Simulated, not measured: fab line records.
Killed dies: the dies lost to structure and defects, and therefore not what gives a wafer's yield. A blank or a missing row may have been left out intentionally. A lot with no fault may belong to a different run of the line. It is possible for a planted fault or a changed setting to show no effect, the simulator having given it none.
Which tool was responsible?	flow n5Finfet	9 lots with 27 wafers sampled at 6 steps, on a route of 1938 steps

== WHAT THE GAUGES READ, wafer by wafer ==
N5_BEOL_M4_RC_MEAS_101. Usual: DIBL_N 35.9 mV/V, standard deviation 1.3; DIBL_P 35.9 mV/V, standard deviation 1.6; IOFF_N 0.156 nA/um, standard deviation 0.022; IOFF_P 0.205 nA/um, standard deviation 0.023; ION_N 675 uA/um, standard deviation 9; ION_P 463 uA/um, standard deviation 5.6; SS_N 71.4 mV/dec, standard deviation 0.57; SS_P 73.1 mV/dec, standard deviation 0.52; VT_N 249.7 mV, standard deviation 2.8; VT_P -250.2 mV, standard deviation 2.5.
lot	measured	on	DIBL_N (mV/V)	DIBL_P (mV/V)	IOFF_N (nA/um)	IOFF_P (nA/um)	ION_N (uA/um)	ION_P (uA/um)	SS_N (mV/dec)	SS_P (mV/dec)	VT_N (mV)	VT_P (mV)	flag
L364	day 7 11:56	prober-01	36.1 36.0 36.9	36.4 36.6 37.0	0.151 0.157 0.162	0.213 0.220 0.223	667 686 670	467 468 463	70.4 71.2 71.6	73.2 73.6 73.7	251.6 250.6 251.5	-249.9 -249.2 -249.0	
L370	day 9 07:47	prober-02	35.1 32.9 33.3	35.5 32.3 33.4	0.141 0.109 0.113	0.200 0.162 0.169	668 660 665	464 461 465	71.0 70.1 71.1	73.1 71.7 72.5	250.5 255.8 254.9	-250.8 -251.4 -250.0	
L371	day 9 13:36	prober-02	34.7 37.3 35.3	35.5 38.2 35.8	0.136 0.170 0.142	0.218 0.266 0.223	673 675 679	467 472 474	71.1 72.1 71.8	72.3 73.3 72.5	249.2 248.7 250.7	-247.6 -243.5 -248.0	
L372	day 10 06:52	prober-02	37.2 35.3 35.9	36.4 34.1 35.7	0.155 0.128 0.136	0.213 0.190 0.205	672 656 661	463 456 459	72.2 71.9 71.6	73.2 72.2 73.4	249.8 253.4 250.5	-249.4 -249.6 -251.1	
L373	day 10 09:53	prober-01	35.3 35.4 35.5	34.7 34.5 34.6	0.144 0.139 0.142	0.198 0.194 0.196	676 667 668	461 460 455	70.3 70.1 71.1	72.7 73.5 73.1	252.4 251.9 251.9	-253.1 -251.6 -250.6	
L374	day 10 13:04	prober-02	37.8 37.2 37.6	38.1 36.9 38.3	0.183 0.177 0.184	0.241 0.222 0.236	682 690 684	470 469 469	71.0 71.2 71.0	72.9 73.4 73.7	244.8 247.2 247.3	-247.0 -250.9 -250.2	
L376	day 10 16:58	prober-02	36.5 33.9 35.3	36.7 34.2 34.9	0.175 0.130 0.142	0.234 0.192 0.204	696 676 682	470 469 468	71.0 71.2 71.3	74.0 73.2 73.2	247.7 251.0 249.8	-250.7 -249.3 -249.6	
L385	day 13 05:27	prober-02	38.2 37.4 39.1	37.6 36.7 39.4	0.172 0.151 0.197	0.217 0.204 0.249	680 663 679	462 457 463	71.6 71.9 72.1	74.0 73.9 74.4	247.7 251.6 246.0	-248.9 -250.7 -247.2	
L386	day 14 02:27	prober-01	34.8 35.9 35.1	33.5 35.1 33.4	0.121 0.141 0.122	0.176 0.204 0.179	667 671 669	466 468 464	71.0 71.4 70.9	72.4 73.3 73.0	252.6 251.9 252.8	-252.6 -248.8 -248.2	

== WHICH TOOL RAN EACH LOT (tool, then ch and the chambers of the sampled wafers, then the start) ==
lot	N5_BEOL_M1_PECVD_72	N5_BEOL_M1_SPUTTER_86	N5_BEOL_M1_SPUTTER_94	N5_BEOL_M1_CMP_52	N5_BEOL_M1_DEP_57
L364	pecvd-02 ch 0,1,2, day 5 22:16	pvdSputter-01, day 6 06:16	pvdSputter-01, day 6 07:08	cmp-03 ch 0,3, day 6 07:53	pecvd-04 ch 0,1,2, day 6 08:25
L370	pecvd-02 ch 0,1,2, day 7 07:37	pvdSputter-01, day 7 18:30	pvdSputter-01, day 7 19:23	cmp-04 ch 1,2,3, day 7 20:06	pecvd-04 ch 0,1, day 7 20:35
L371	pecvd-04 ch 0,1,2, day 7 21:16	pvdSputter-01, day 8 04:37	pvdSputter-01, day 8 05:30	cmp-04 ch 1,2, day 8 06:13	pecvd-04 ch 1,2, day 8 06:44
L372	pecvd-02 ch 0,2, day 8 01:56	pvdSputter-01, day 8 09:16	pvdSputter-01, day 8 10:08	cmp-04 ch 1,2,3, day 8 10:53	pecvd-02 ch 0,2, day 8 11:20
L373	pecvd-02 ch 0,2, day 8 09:18	pvdSputter-03, day 9 01:22	pvdSputter-03, day 9 02:15	cmp-04 ch 0,2,3, day 9 02:58	pecvd-02 ch 0,1, day 9 03:27
L374	pecvd-04 ch 1,2, day 8 11:19	pvdSputter-01, day 9 02:53	pvdSputter-01, day 9 03:46	cmp-04 ch 0,1,2, day 9 04:35	pecvd-04 ch 0,1, day 9 04:59
L376	pecvd-02 ch 1,2, day 8 23:44	pvdSputter-02, day 9 07:25	pvdSputter-02, day 9 08:17	cmp-03 ch 0,2,3, day 9 09:14	pecvd-02 ch 0,1, day 9 09:39
L385	pecvd-01 ch 0,1,2, day 11 10:14	pvdSputter-02, day 11 15:40	pvdSputter-02, day 11 16:32	cmp-03 ch 0,1,3, day 11 17:17	pecvd-04 ch 1,2, day 11 17:44
L386	pecvd-02 ch 0,1,2, day 11 22:05	pvdSputter-01, day 12 10:30	pvdSputter-01, day 12 11:23	cmp-02 ch 1,3, day 12 12:06	pecvd-01 ch 0,1,2, day 12 12:44
- N5_BEOL_M1_PECVD_72: deposits SiO2 from TEOS/O2, target thk 16 nm, time 18 s.
- N5_BEOL_M1_SPUTTER_86: material Cu, target thk 4.5 nm, time 8.29 s.
- N5_BEOL_M1_SPUTTER_94: material Cu, target thk 4.5 nm, time 8.29 s.
- N5_BEOL_M1_CMP_52: polishes, stops on SiOC, t overpolish 6.8 s, target thk 40 nm.
- N5_BEOL_M1_DEP_57: deposits SiCN from 3MS/NH3, target thk 8 nm, time 14 s.

== AS READ BY THE TOOLS THEMSELVES (means over the sampled wafers that have a number; for cases with no such wafer, the mark the record gives instead) ==
N5_BEOL_M1_PECVD_72. Usual: heaterPowerW 661 W, standard deviation 57; rfFwdPowerW 444.4 W, standard deviation 1.8; showerheadPlenumPTorr 8.77 Torr, standard deviation 0.052; throttleValvePct 23.4 %, standard deviation 1.2.
lot	tool	heaterPowerW (W)	rfFwdPowerW (W)	showerheadPlenumPTorr (Torr)	throttleValvePct (%)	flag
L364	pecvd-02	599	444.4	8.73	23.6	
L370	pecvd-02	640	444.6	8.73	23.6	
L371	pecvd-04	655	444.8	8.78	22.7	
L372	pecvd-02	674	443.6	8.70	23.4	
L373	pecvd-02	669	444.8	8.70	23.4	
L374	pecvd-04	734	445.8	8.78	21.4	
L376	pecvd-02	627	444.6	8.75	23.3	
L385	pecvd-01	664	443.3	8.80	23.3	
L386	pecvd-02	655	445.1	8.74	23.9	

N5_BEOL_M1_SPUTTER_86. Usual: chamberPressurePa 0.06997 Pa, standard deviation 0.00013; substrateTempC -20.01 C, standard deviation 0.1; throttleValvePct 30.1 %, standard deviation 0.91.
lot	tool	chamberPressurePa (Pa)	substrateTempC (C)	throttleValvePct (%)	flag
L364	pvdSputter-01	0.06995	-20.06	30.2	
L370	pvdSputter-01	0.06985	-19.98	29.9	
L371	pvdSputter-01	0.07000	-20.02	30.2	
L372	pvdSputter-01	0.07002	-20.00	31.2	
L373	pvdSputter-03	0.06993	-19.96	30.5	
L374	pvdSputter-01	0.06993	-19.90	30.4	
L376	pvdSputter-02	0.07012	-20.10	29.6	
L385	pvdSputter-02	0.06988	-19.99	28.8	
L386	pvdSputter-01	0.07004	-20.08	30.8	

N5_BEOL_M1_SPUTTER_94. Usual: chamberPressurePa 0.07 Pa, standard deviation 0.00016; substrateTempC -20.01 C, standard deviation 0.092; throttleValvePct 30.1 %, standard deviation 0.91.
lot	tool	chamberPressurePa (Pa)	substrateTempC (C)	throttleValvePct (%)	flag
L364	pvdSputter-01	0.07	-20.01	30.0	
L370	pvdSputter-01	0.07	-20.09	30.0	
L371	pvdSputter-01	0.07	-20.01	30.3	
L372	pvdSputter-01	0.07	-20.08	31.4	
L373	pvdSputter-03	0.07	-20.01	30.5	
L374	pvdSputter-01	0.07	-20.04	30.3	
L376	pvdSputter-02	0.07	-20.05	29.6	
L385	pvdSputter-02	0.07	-19.99	29.1	
L386	pvdSputter-01	0.07	-20.07	30.9	

N5_BEOL_M1_CMP_52. Usual: barrierFieldEndpointS 24.5 s, standard deviation 0.57; motorCurrentA 6.1 A, standard deviation 0.68; overpolishRunS 6.801 s, standard deviation 0.0085.
lot	tool	barrierFieldEndpointS (s)	motorCurrentA (A)	overpolishRunS (s)	flag
L364	cmp-03	25.6	6.4	6.805	
L370	cmp-04	24.5	5.9	6.797	
L371	cmp-04	24.3	5.9	6.796	
L372	cmp-04	25.2	5.8	6.806	
L373	cmp-04	35.0	6.2	2.833	OFF
L374	cmp-04	25.4	6.4	6.796	
L376	cmp-03	29.4	6.3	5.321	OFF
L385	cmp-03	24.5	6.3	6.790	
L386	cmp-02	24.7	6.2	6.804	

N5_BEOL_M1_DEP_57. Usual: rfFwdPowerW 199.2 W, standard deviation 0.79; showerheadPlenumPTorr 3.664 Torr, standard deviation 0.0098; throttleValvePct 9.4 %, standard deviation 0.5.
lot	tool	rfFwdPowerW (W)	showerheadPlenumPTorr (Torr)	throttleValvePct (%)	flag
L364	pecvd-04	199.2	3.667	9.1	
L370	pecvd-04	198.9	3.661	9.5	
L371	pecvd-04	200.0	3.662	9.0	
L372	pecvd-02	199.5	3.653	9.3	
L373	pecvd-02	198.6	3.656	9.8	
L374	pecvd-04	199.4	3.661	9.6	
L376	pecvd-02	200.2	3.658	9.9	
L385	pecvd-04	199.3	3.664	9.1	
L386	pecvd-01	199.5	3.666	9.5	

== THE ANSWER, worked out from the rows above alone ==
Rule: lot off if the mean of its wafers having a number is beyond 3 standard deviations from the usual mean. Also off: a lot with no number at a reading for which 4 or more lots have one. All remaining lots with rows at the step are treated as sound. After the gauges, taken in route order, come the tools' own readings; for these a lot's mean is taken, as printed above. At the first step where some lot is off, the reading lying furthest off is the one used; lots without a number count as furthest.
Off, at N5_BEOL_M1_CMP_52 on overpolishRunS: L373, L376.
A tool fits if, at that step or a process step before it, it ran every lot that is off, and no sound lot after the first of them. Of those tried, none fits.

== WHAT HAD BEEN PUT IN BY THE SIMULATOR ==
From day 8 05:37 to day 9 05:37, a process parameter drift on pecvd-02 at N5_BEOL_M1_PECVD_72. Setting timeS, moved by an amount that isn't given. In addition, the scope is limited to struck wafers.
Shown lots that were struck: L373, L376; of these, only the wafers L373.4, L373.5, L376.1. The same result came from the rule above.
